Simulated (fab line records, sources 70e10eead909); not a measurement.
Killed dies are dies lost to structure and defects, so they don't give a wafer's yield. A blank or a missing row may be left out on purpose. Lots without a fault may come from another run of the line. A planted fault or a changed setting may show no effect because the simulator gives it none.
Which tool did it? | flow nand_harc | 15 lots, 42 wafers sampled, at 4 steps of a route of 1159

WHAT THE GAUGES READ, wafer by wafer
NHARC_P_BONDPAD_THK_MEAS_20: measures by xrf. Usual: thk_nm 160.9 nm, standard deviation 1.3.
lot  | measured     | on            | thk_nm (nm)       | flag
L197 | day 6 21:54  | film_metro-01 | 162.3 159.3 157.2 |
L196 | day 6 22:21  | film_metro-02 | 159.4 163.3 162.4 |
L198 | day 7 08:13  | film_metro-01 | 159.1 160.2       |
L199 | day 7 15:28  | film_metro-01 | 163.0 161.7 161.7 |
L200 | day 7 16:04  | film_metro-01 | 161.1 161.5       |
L204 | day 8 18:07  | film_metro-02 | 161.6 163.2       |
L208 | day 9 22:51  | film_metro-02 | 160.3 159.7 159.5 |
L209 | day 9 23:41  | film_metro-01 | 162.4 160.5 161.1 |
L211 | day 10 11:08 | film_metro-02 | 160.3 162.8 162.2 |
L210 | day 10 12:50 | film_metro-01 | 162.4 160.3 161.0 |
L213 | day 10 20:51 | film_metro-02 | 159.6 160.4 159.5 |
L215 | day 11 14:10 | film_metro-02 | 161.9 159.5 159.2 |
L216 | day 11 18:19 | film_metro-01 | 160.2 161.6 160.1 |
L218 | day 11 19:11 | film_metro-02 | 160.8 161.4 160.9 |
L217 | day 11 19:46 | film_metro-02 | 160.7 162.1 159.4 |

NHARC_A_ONON_D1_THK_MEAS_21: measures by ellipsometry. Usual: thk_nm 1002 nm, standard deviation 9.1.
lot  | measured     | on            | thk_nm (nm)    | flag
L197 | day 8 09:35  | film_metro-02 | 1005 1005 1005 |
L196 | day 8 09:34  | film_metro-01 | 1004 1004 1003 |
L198 | day 8 19:51  | film_metro-02 | 887 997        | OFF
L199 | day 9 01:34  | film_metro-02 | 1001 1000 1000 |
L200 | day 9 01:33  | film_metro-01 | 1000 891       | OFF
L204 | day 10 07:41 | film_metro-01 | 904 902        | OFF
L208 | day 11 06:34 | film_metro-01 | 1003 1000 1000 |
L209 | day 11 14:25 | film_metro-02 | 987 989 987    |
L211 | day 11 21:11 | film_metro-01 | 1010 1013 1011 |
L210 | day 11 21:12 | film_metro-02 | 982 982 983    |
L213 | day 12 08:34 | film_metro-02 | 999 1001 1000  |
L215 | day 13 00:46 | film_metro-02 | 1009 1007 1008 |
L216 | day 13 04:52 | film_metro-02 | 1009 1011 1009 |
L218 | day 13 04:52 | film_metro-01 | 1008 1010 1009 |
L217 | day 13 05:13 | film_metro-02 | 1006 1004 1005 |

NHARC_A_ONON_D1_THK_MEAS_34: measures by ellipsometry. Usual: thk_nm 198.9 nm, standard deviation 2.9.
lot  | measured     | on            | thk_nm (nm)       | flag
L197 | day 8 11:45  | film_metro-02 | 194.1 195.0 196.9 |
L196 | day 8 12:01  | film_metro-01 | 193.4 191.8 195.1 |
L198 | day 8 22:02  | film_metro-01 | 201.0 198.8       |
L199 | day 9 03:44  | film_metro-02 | 200.2 203.6 202.1 |
L200 | day 9 03:58  | film_metro-02 | 197.1 198.9       |
L204 | day 10 09:51 | film_metro-02 | 197.8 202.5       |
L208 | day 11 08:46 | film_metro-01 | 192.6 196.2 200.6 |
L209 | day 11 16:34 | film_metro-02 | 199.0 199.5 199.7 |
L211 | day 11 23:26 | film_metro-02 | 199.8 194.9 201.2 |
L210 | day 11 23:30 | film_metro-01 | 194.6 196.0 199.1 |
L213 | day 12 10:44 | film_metro-01 | 200.3 194.7 202.0 |
L215 | day 13 02:57 | film_metro-02 | 197.2 192.9 198.8 |
L216 | day 13 07:02 | film_metro-02 | 197.0 200.8 195.6 |
L218 | day 13 07:11 | film_metro-01 | 196.1 200.5 198.5 |
L217 | day 13 07:23 | film_metro-01 | 196.8 201.3 197.3 |

WHICH TOOL RAN EACH LOT (tool, then ch and the chambers of the sampled wafers, then the start)
lot  | NHARC_A_ONON_D1_DEP_19
L197 | pecvd_onon-01 ch 0, day 8 09:08
L196 | pecvd_onon-02 ch 0, day 8 09:04
L198 | pecvd_onon-01 ch 0, day 8 19:31
L199 | pecvd_onon-02 ch 0, day 9 01:13
L200 | pecvd_onon-01 ch 0, day 9 01:06
L204 | pecvd_onon-01 ch 0, day 10 07:17
L208 | pecvd_onon-02 ch 0, day 11 06:11
L209 | pecvd_onon-02 ch 0, day 11 13:57
L211 | pecvd_onon-02 ch 0, day 11 20:41
L210 | pecvd_onon-03 ch 0, day 11 20:41
L213 | pecvd_onon-02 ch 0, day 12 08:07
L215 | pecvd_onon-03 ch 0, day 13 00:16
L216 | pecvd_onon-01 ch 0, day 13 04:21
L218 | pecvd_onon-03 ch 0, day 13 04:28
L217 | pecvd_onon-01 ch 0, day 13 04:46
- NHARC_A_ONON_D1_DEP_19: target thk 1000 nm.

WHAT THE TOOLS THEMSELVES READ (means of the sampled wafers that have a number; where no wafer has one, the mark that the record gives instead)
NHARC_A_ONON_D1_DEP_19. Usual: n2_flow_sccm 2750 sccm, standard deviation 7.5; n2o_flow_sccm 1999 sccm, standard deviation 5.9.
lot  | tool          | n2_flow_sccm (sccm) | n2o_flow_sccm (sccm) | flag
L197 | pecvd_onon-01 | 2758                | 1995                 |
L196 | pecvd_onon-02 | 2748                | 1997                 |
L198 | pecvd_onon-01 | 2746                | 2008                 |
L199 | pecvd_onon-02 | 2749                | 1999                 |
L200 | pecvd_onon-01 | 2750                | 2002                 |
L204 | pecvd_onon-01 | 2760                | 1999                 |
L208 | pecvd_onon-02 | 2758                | 2001                 |
L209 | pecvd_onon-02 | 2750                | 1998                 |
L211 | pecvd_onon-02 | 2744                | 1995                 |
L210 | pecvd_onon-03 | 2756                | 2004                 |
L213 | pecvd_onon-02 | 2747                | 1999                 |
L215 | pecvd_onon-03 | 2744                | 1997                 |
L216 | pecvd_onon-01 | 2750                | 2002                 |
L218 | pecvd_onon-03 | 2741                | 2004                 |
L217 | pecvd_onon-01 | 2751                | 1995                 |

THE ANSWER, worked out from the rows above alone
Rule: a lot is off if the mean of its wafers that have a number lies more than 3 standard deviations from the usual mean. A lot without any number at a reading at which 4 lots or more have one is off too. The other lots that the step has rows for count as sound. The gauges are gone through in route order, then the tools' own readings, and for those a lot's mean is taken as printed above. The first step at which some lot is off is used, and at that step the reading that is off furthest; a lot without a number counts as furthest.
Off: L198, L200, L204, at NHARC_A_ONON_D1_THK_MEAS_21 (thk_nm).
A tool fits if, at a process step before that reading, it ran every lot that is off, and no sound lot after the first of them. The gauges at NHARC_A_ONON_D1_THK_MEAS_21 are tried like those tools. None of those tried fits.

WHAT THE SIMULATOR HAD PUT IN
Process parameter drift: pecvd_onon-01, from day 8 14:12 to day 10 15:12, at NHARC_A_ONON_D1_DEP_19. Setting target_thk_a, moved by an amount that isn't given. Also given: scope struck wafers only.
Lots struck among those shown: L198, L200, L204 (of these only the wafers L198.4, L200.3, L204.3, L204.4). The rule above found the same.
